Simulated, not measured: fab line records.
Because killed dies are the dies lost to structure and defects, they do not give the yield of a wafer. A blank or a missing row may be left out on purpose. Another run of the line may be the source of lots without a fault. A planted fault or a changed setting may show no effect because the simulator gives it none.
Which tool was responsible? | flow n5_finfet | 72 wafers from 24 lots sampled at 5 of the route's 1938 steps

## WHAT THE GAUGES READ, wafer by wafer
N5_BEOL_M14_OCD_MEAS_35. Usual: trench_depth_nm 555 nm, standard deviation 24.
lot  | measured     | on     | trench_depth_nm (nm) | flag
L074 | day 10 16:20 | ocd-01 | 510 520 520          |
L075 | day 11 10:15 | ocd-01 | 583 564 576          |
L076 | day 11 12:58 | ocd-01 | 577 514 520          |
L077 | day 12 00:44 | ocd-02 | 570 581 565          |
L078 | day 12 03:04 | ocd-01 | 555 572 578          |
L079 | day 12 10:49 | ocd-02 | 515 568 567          |
L080 | day 12 14:42 | ocd-01 | 557 555 571          |
L081 | day 12 23:32 | ocd-01 | 520 587 576          |
L083 | day 13 07:16 | ocd-02 | 575 532 574          |
L082 | day 13 09:32 | ocd-02 | 534 572 524          |
L085 | day 13 12:13 | ocd-01 | 568 571 566          |
L084 | day 13 16:31 | ocd-02 | 524 567 560          |
L087 | day 14 10:04 | ocd-02 | 537 584 567          |
L086 | day 14 12:36 | ocd-01 | 575 526 535          |
L088 | day 14 13:57 | ocd-02 | 533 523 540          |
L089 | day 14 15:17 | ocd-01 | 576 531 573          |
L090 | day 15 08:49 | ocd-01 | 529 534 578          |
L091 | day 15 12:20 | ocd-02 | 529 571 522          |
L092 | day 15 12:38 | ocd-01 | 585 544 526          |
L095 | day 16 08:07 | ocd-01 | 567 560 577          |
L094 | day 16 08:29 | ocd-01 | 592 585 555          |
L093 | day 16 13:59 | ocd-02 | 566 528 521          |
L096 | day 16 20:57 | ocd-02 | 524 528 529          |
L097 | day 17 01:49 | ocd-01 | 586 538 549          |

N5_BEOL_M15_CD_MEAS_10: target cd 360 nm. Usual: cd_nm 361.6 nm, standard deviation 2.3.
lot  | measured     | on        | cd_nm (nm)        | flag
L074 | day 10 19:47 | cd_sem-02 | 360.4 360.5 360.3 |
L075 | day 11 12:30 | cd_sem-02 | 363.5 364.6 360.4 |
L076 | day 11 15:17 | cd_sem-02 | 361.5 362.9 358.7 |
L077 | day 12 04:14 | cd_sem-02 | 359.9 359.2 361.3 |
L078 | day 12 07:14 | cd_sem-01 | 361.6 361.8 363.9 |
L079 | day 12 14:04 | cd_sem-02 | 361.2 361.2 358.6 |
L080 | day 12 17:35 | cd_sem-01 | 361.1 360.4 360.3 |
L081 | day 13 02:25 | cd_sem-01 | 360.5 364.0 359.8 |
L083 | day 13 15:53 | cd_sem-03 | 367.0 363.1 364.5 |
L082 | day 13 15:55 | cd_sem-01 | 361.7 363.7 358.8 |
L085 | day 13 15:58 | cd_sem-02 | 359.3 358.3 358.4 |
L084 | day 13 18:55 | cd_sem-01 | 359.7 362.6 362.0 |
L087 | day 14 12:46 | cd_sem-03 | 360.5 360.5 361.9 |
L086 | day 14 15:15 | cd_sem-01 | 360.5 359.8 360.0 |
L088 | day 14 16:45 | cd_sem-03 | 360.1 355.9 358.3 |
L089 | day 14 18:52 | cd_sem-01 | 362.7 366.0 364.1 |
L090 | day 15 13:02 | cd_sem-01 | 358.5 360.4 355.8 |
L091 | day 15 15:34 | cd_sem-03 | 356.7 361.2 362.7 |
L092 | day 15 15:47 | cd_sem-01 | 363.1 361.7 365.8 |
L095 | day 16 12:10 | cd_sem-03 | 361.8 360.8 359.9 |
L094 | day 16 12:37 | cd_sem-01 | 361.6 358.7 361.1 |
L093 | day 16 17:38 | cd_sem-03 | 361.4 361.8 361.9 |
L096 | day 17 05:16 | cd_sem-01 | 365.2 365.5 363.6 |
L097 | day 17 06:23 | cd_sem-03 | 364.7 364.2 364.9 |

N5_BEOL_M15_CD_MEAS_17: target cd 360 nm. Usual: cd_nm 362.4 nm, standard deviation 2.8.
lot  | measured     | on        | cd_nm (nm)        | flag
L074 | day 10 21:18 | cd_sem-02 | 362.3 361.4 363.0 |
L075 | day 11 13:05 | cd_sem-01 | 368.2 369.9 366.0 |
L076 | day 11 16:15 | cd_sem-02 | 365.1 362.1 361.2 |
L077 | day 12 04:53 | cd_sem-02 | 361.8 360.4 362.8 |
L078 | day 12 08:16 | cd_sem-02 | 362.9 363.5 366.6 |
L079 | day 12 14:39 | cd_sem-03 | 359.3 361.0 361.3 |
L080 | day 12 18:10 | cd_sem-01 | 362.0 360.0 359.8 |
L081 | day 13 03:06 | cd_sem-01 | 363.5 365.7 361.8 |
L083 | day 13 16:28 | cd_sem-01 | 366.6 362.8 362.7 |
L082 | day 13 16:30 | cd_sem-03 | 363.6 363.7 359.3 |
L085 | day 13 16:33 | cd_sem-01 | 360.1 361.0 360.8 |
L084 | day 13 19:31 | cd_sem-03 | 358.5 360.3 364.0 |
L087 | day 14 13:21 | cd_sem-01 | 360.5 357.8 362.0 |
L086 | day 14 15:50 | cd_sem-01 | 362.8 361.6 362.2 |
L088 | day 14 17:20 | cd_sem-01 | 359.6 356.5 358.6 |
L089 | day 14 19:26 | cd_sem-01 | 362.6 362.5 364.0 |
L090 | day 15 13:37 | cd_sem-03 | 359.6 362.5 353.6 |
L091 | day 15 16:09 | cd_sem-03 | 356.9 363.8 364.2 |
L092 | day 15 16:37 | cd_sem-01 | 361.1 364.5 367.1 |
L095 | day 16 12:44 | cd_sem-01 | 361.1 363.2 360.0 |
L094 | day 16 13:12 | cd_sem-03 | 364.0 358.0 361.3 |
L093 | day 16 18:24 | cd_sem-01 | 361.9 363.9 361.7 |
L096 | day 17 05:52 | cd_sem-03 | 368.0 365.6 364.7 |
L097 | day 17 06:58 | cd_sem-01 | 364.7 366.3 364.9 |

## WHICH TOOL RAN EACH LOT (tool, then ch and the chambers of the sampled wafers, then the start)
lot  | N5_BEOL_M14_DEGAS_41         | N5_BEOL_M14_ANNEAL_48
L074 | pvd_sputter-02, day 10 17:40 | rtp_anneal-01 ch 0, day 10 18:13
L075 | pvd_sputter-02, day 11 10:37 | rtp_anneal-01 ch 0, day 11 11:12
L076 | pvd_sputter-02, day 11 13:17 | rtp_anneal-02 ch 0, day 11 13:53
L077 | pvd_sputter-03, day 12 02:06 | rtp_anneal-01 ch 0, day 12 02:47
L078 | pvd_sputter-03, day 12 05:12 | rtp_anneal-02 ch 0, day 12 05:44
L079 | pvd_sputter-02, day 12 12:04 | rtp_anneal-02 ch 0, day 12 12:37
L080 | pvd_sputter-03, day 12 15:42 | rtp_anneal-02 ch 0, day 12 16:14
L081 | pvd_sputter-03, day 13 00:18 | rtp_anneal-02 ch 0, day 13 00:51
L083 | pvd_sputter-02, day 13 07:36 | rtp_anneal-01 ch 0, day 13 08:48
L082 | pvd_sputter-01, day 13 13:52 | rtp_anneal-02 ch 0, day 13 14:25
L085 | pvd_sputter-03, day 13 13:53 | rtp_anneal-01 ch 0, day 13 14:29
L084 | pvd_sputter-02, day 13 16:56 | rtp_anneal-01 ch 0, day 13 17:28
L087 | pvd_sputter-02, day 14 10:44 | rtp_anneal-02 ch 0, day 14 11:19
L086 | pvd_sputter-02, day 14 13:13 | rtp_anneal-02 ch 0, day 14 13:47
L088 | pvd_sputter-03, day 14 14:32 | rtp_anneal-02 ch 0, day 14 15:20
L089 | pvd_sputter-01, day 14 16:46 | rtp_anneal-01 ch 0, day 14 17:24
L090 | pvd_sputter-02, day 15 10:12 | rtp_anneal-01 ch 0, day 15 11:23
L091 | pvd_sputter-03, day 15 13:06 | rtp_anneal-01 ch 0, day 15 13:41
L092 | pvd_sputter-02, day 15 13:25 | rtp_anneal-02 ch 0, day 15 13:58
L095 | pvd_sputter-01, day 16 09:31 | rtp_anneal-01 ch 0, day 16 10:26
L094 | pvd_sputter-03, day 16 09:50 | rtp_anneal-01 ch 0, day 16 10:46
L093 | pvd_sputter-01, day 16 15:43 | rtp_anneal-01 ch 0, day 16 16:15
L096 | pvd_sputter-01, day 17 03:21 | rtp_anneal-01 ch 0, day 17 03:57
L097 | pvd_sputter-01, day 17 04:25 | rtp_anneal-02 ch 0, day 17 04:58
- N5_BEOL_M14_DEGAS_41: time 60 s.
- N5_BEOL_M14_ANNEAL_48: time 90 s.

## AS READ BY THE TOOLS THEMSELVES (means over the sampled wafers that have a number; for cases with no such wafer, the mark the record gives instead)
N5_BEOL_M14_DEGAS_41. Usual: heater_power_w 460 W, standard deviation 41.
lot  | tool           | heater_power_w (W) | flag
L074 | pvd_sputter-02 | 461                |
L075 | pvd_sputter-02 | 429                |
L076 | pvd_sputter-02 | 438                |
L077 | pvd_sputter-03 | 455                |
L078 | pvd_sputter-03 | 441                |
L079 | pvd_sputter-02 | 446                |
L080 | pvd_sputter-03 | 441                |
L081 | pvd_sputter-03 | 454                |
L083 | pvd_sputter-02 | 429                |
L082 | pvd_sputter-01 | 479                |
L085 | pvd_sputter-03 | 445                |
L084 | pvd_sputter-02 | 488                |
L087 | pvd_sputter-02 | 442                |
L086 | pvd_sputter-02 | 445                |
L088 | pvd_sputter-03 | 438                |
L089 | pvd_sputter-01 | 482                |
L090 | pvd_sputter-02 | 459                |
L091 | pvd_sputter-03 | 451                |
L092 | pvd_sputter-02 | 489                |
L095 | pvd_sputter-01 | 484                |
L094 | pvd_sputter-03 | 443                |
L093 | pvd_sputter-01 | 480                |
L096 | pvd_sputter-01 | 466                |
L097 | pvd_sputter-01 | 442                |

N5_BEOL_M14_ANNEAL_48. Usual: wafer_temp_C_max 225.98, standard deviation 0.26.
lot  | tool          | wafer_temp_C_max | flag
L074 | rtp_anneal-01 | 226.03           |
L075 | rtp_anneal-01 | 225.99           |
L076 | rtp_anneal-02 | 225.88           |
L077 | rtp_anneal-01 | 226.04           |
L078 | rtp_anneal-02 | 226.07           |
L079 | rtp_anneal-02 | 225.96           |
L080 | rtp_anneal-02 | 226.14           |
L081 | rtp_anneal-02 | 226.24           |
L083 | rtp_anneal-01 | 225.78           |
L082 | rtp_anneal-02 | 225.90           |
L085 | rtp_anneal-01 | 225.97           |
L084 | rtp_anneal-01 | 225.87           |
L087 | rtp_anneal-02 | 226.25           |
L086 | rtp_anneal-02 | 226.16           |
L088 | rtp_anneal-02 | 225.79           |
L089 | rtp_anneal-01 | 225.89           |
L090 | rtp_anneal-01 | 225.81           |
L091 | rtp_anneal-01 | 226.07           |
L092 | rtp_anneal-02 | 226.07           |
L095 | rtp_anneal-01 | 226.15           |
L094 | rtp_anneal-01 | 225.93           |
L093 | rtp_anneal-01 | 226.15           |
L096 | rtp_anneal-01 | 226.02           |
L097 | rtp_anneal-02 | 225.63           |

## THE ANSWER, worked out from the rows above alone
Rule: a lot is off if the mean of its wafers that have a number lies more than 3 standard deviations from the usual mean. Also off: a lot with no number at a reading for which 4 or more lots have one. The other lots that the step has rows for count as sound. First the gauges in route order, then the tools' own readings, where a lot's mean is used as printed above. At the first step where some lot is off, the reading lying furthest off is the one used; lots without a number count as furthest.
Nothing can be told from this: no lot is off at any reading shown.

## WHAT HAD BEEN PUT IN BY THE SIMULATOR
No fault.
